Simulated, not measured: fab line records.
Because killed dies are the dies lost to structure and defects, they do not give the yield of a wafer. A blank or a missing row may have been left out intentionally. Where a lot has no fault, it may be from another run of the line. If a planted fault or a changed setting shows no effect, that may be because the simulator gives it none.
Split-lot experiment	flow n5_finfet	on a route of 1938 steps: 7 lots, 39 wafers read

## SPLIT DETAILS
At N5_DUMMY_GATE_ETCH_32 (etches SiO2 in CF4, target depth 3.5 nm, time 3.9 s), the setting time_s was moved away from the recipe's 3.9 s on 18 of the 39 wafers read, by +6.3% to +21.6%. The other wafers ran this setting at the recipe's value.

Reading taken at the split's own step.

## THE READING
etch.depth_nm (the simulator's own value, which no gauge read), in nm, at N5_DUMMY_GATE_ETCH_32 (etches SiO2 in CF4, target depth 3.5 nm, time 3.9 s). The file gives no usual value for it. Across the 21 wafers here that went through the recipe, the average is 3.484 nm and the standard deviation 0.093 nm.

wafer	tool, chamber at the split	time_s as run, s	against the recipe	etch.depth_nm, nm	against lot-mates on the recipe
L076.1	rie_si-06, 0	3.9	recipe	3.49	-
L076.2	rie_si-06, 2	4.156	+6.6%	3.765	+0.243
L076.3	rie_si-06, 1	4.156	+6.6%	3.869	+0.347
L076.4	rie_si-06, 3	3.9	recipe	3.53	-
L076.5	rie_si-06, 2	3.9	recipe	3.545	-
L076.6	rie_si-06, 3	4.156	+6.6%	3.754	+0.232
L077.1	rie_si-01, 3	4.742	+21.6%	4.292	+0.872
L077.2	rie_si-01, 1	3.9	recipe	3.523	-
L077.3	rie_si-01, 2	4.742	+21.6%	4.551	+1.131
L077.4	rie_si-01, 0	3.9	recipe	3.356	-
L077.5	rie_si-01, 0	3.9	recipe	3.381	-
L077.6	rie_si-01, 3	4.742	+21.6%	4.334	+0.914
L078.1	rie_si-06, 1	4.147	+6.3%	3.85	+0.345
L078.2	rie_si-06, 0	3.9	recipe	3.455	-
L078.3	rie_si-06, 3	3.9	recipe	3.549	-
L078.4	rie_si-06, 2	4.147	+6.3%	3.725	+0.220
L078.5	rie_si-06, 3	3.9	recipe	3.51	-
L078.6	rie_si-06, 2	4.147	+6.3%	3.749	+0.244
L080.1	rie_si-04, 3	3.9	recipe	3.381	-
L080.2	rie_si-04, 1	3.9	recipe	3.438	-
L080.3	rie_si-04, 2	4.148	+6.4%	3.77	+0.337
L080.4	rie_si-04, 0	3.9	recipe	3.48	-
L080.5	rie_si-04, 1	4.148	+6.4%	3.658	+0.225
L080.6	rie_si-04, 0	4.148	+6.4%	3.705	+0.272
L083.1	rie_si-04, 1	3.9	recipe	3.422	-
L083.2	rie_si-04, 0	4.6	+17.9%	4.082	+0.629
L083.3	rie_si-04, 2	3.9	recipe	3.566	-
L083.4	rie_si-04, 3	3.9	recipe	3.37	-
L083.5	rie_si-04, 3	4.6	+17.9%	3.982	+0.529
L083.6	rie_si-04, 2	4.6	+17.9%	4.171	+0.718
L090.1	rie_si-04, 1	3.9	recipe	3.492	-
L090.5	rie_si-04, 2	3.9	recipe	3.588	-
L090.6	rie_si-04, 1	3.9	recipe	3.471	-
L092.1	rie_si-01, 1	4.628	+18.7%	4.179	+0.642
L092.2	rie_si-01, 3	4.628	+18.7%	4.125	+0.588
L092.3	rie_si-01, 2	3.9	recipe	3.745	-
L092.4	rie_si-01, 0	4.628	+18.7%	3.969	+0.432
L092.5	rie_si-01, 1	3.9	recipe	3.532	-
L092.6	rie_si-01, 0	3.9	recipe	3.334	-

FIT RESULTS
A straight line over all 39 wafers: etch.depth_nm changes by +0.0369 nm for each +1% of time_s; r = +0.95; the points scatter about the line by 0.1 nm.
The same after taking each lot's own level away (the mean of its wafers on the recipe; 39 wafers): +0.0377 nm for each +1%; r = +0.95; scatter 0.1 nm.
Per that fit: largest time_s move, reading shift of 0.81 nm.
Across the lots, their own levels run from 3.4200 to 3.5370 nm, a range of 1.3 times the standard deviation given above.
The two slopes agree, so the slope changes little with the lot-to-lot level.
Check: with one of the wafers moved furthest among these (+21.6%) left out of the fit, the line predicts +0.81 nm for it against its lot-mates. Against them it came out at +0.872 nm.

## FILE'S OWN FIT
etch.depth_nm changes by +0.038 nm for each +1% of time_s, r = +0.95.
